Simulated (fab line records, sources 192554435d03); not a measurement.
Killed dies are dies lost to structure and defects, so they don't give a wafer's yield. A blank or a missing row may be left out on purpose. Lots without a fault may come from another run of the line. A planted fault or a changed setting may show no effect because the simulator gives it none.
Chamber matching | flow n5_finfet | N5_SD_EPI_N_ETCH_45 on rie_diel-04: 4 sister chambers
The step etches SiOCN in CH3F/O2, target depth 6 nm. 8 wafers are shown with their chamber, then 12 later ones without.

WAFERS WITH THEIR CHAMBER
wafer  | chamber | drypump_motor_current_A (A) | oes_product_au (a.u.)
L080.2 | 0       | 5.9                         | 0.70
L087.4 | 3       | 5.6                         | 0.72
L087.5 | 2       | 4.9                         | 0.89
L088.2 | 3       | 5.6                         | 0.71
L088.5 | 1       | 5.2                         | 0.95
L089.2 | 2       | 5.0                         | 0.89
L089.5 | 1       | 5.2                         | 0.95
L089.6 | 0       | 5.8                         | 0.67

WAFERS WITHOUT THEIR CHAMBER
wafer  | drypump_motor_current_A (A) | oes_product_au (a.u.)
L090.4 | 5.6                         | 0.71
L090.5 | 5.6                         | 0.71
L090.6 | 5.0                         | 0.88
L092.1 | 5.2                         | 0.92
L092.2 | 5.8                         | 0.67
L092.5 | 5.2                         | 0.92
L093.1 | 5.6                         | 0.70
L093.4 | 4.9                         | 0.87
L093.5 | 5.2                         | 0.91
L097.2 | 5.2                         | 0.90
L097.4 | 5.0                         | 0.85
L097.5 | 5.8                         | 0.95

WHICH CHAMBER EACH WENT THROUGH
wafer  | from the rows above     | in truth
L090.4 | 3                       | 3
L090.5 | 3                       | 3
L090.6 | 2                       | 2
L092.1 | 1                       | 1
L092.2 | 0                       | 0
L092.5 | 1                       | 1
L093.1 | 3                       | 3
L093.4 | 2                       | 2
L093.5 | can't be placed: 1 or 2 | 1
L097.2 | can't be placed: 1 or 2 | 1
L097.4 | 2                       | 2
L097.5 | 1                       | 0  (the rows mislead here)
Placed correctly: 9 of 12. Can't be placed from these rows: 2 (the true chamber is among the candidates in 2). Placed wrongly: 1.
How it was worked out, from the rows above alone: a wafer's distance from a chamber is the root of the sum, over the readings, of the square of ((its reading less the chamber's mean) divided by the reading's scatter). The wafer belongs to the nearest chamber; if the next one is less than 2 further off, it can't be placed. A chamber's mean is the mean of its shown wafers. The scatter: the root of (the sum of the squares of (reading less its chamber's mean) over the shown wafers, divided by (wafers less chambers)).
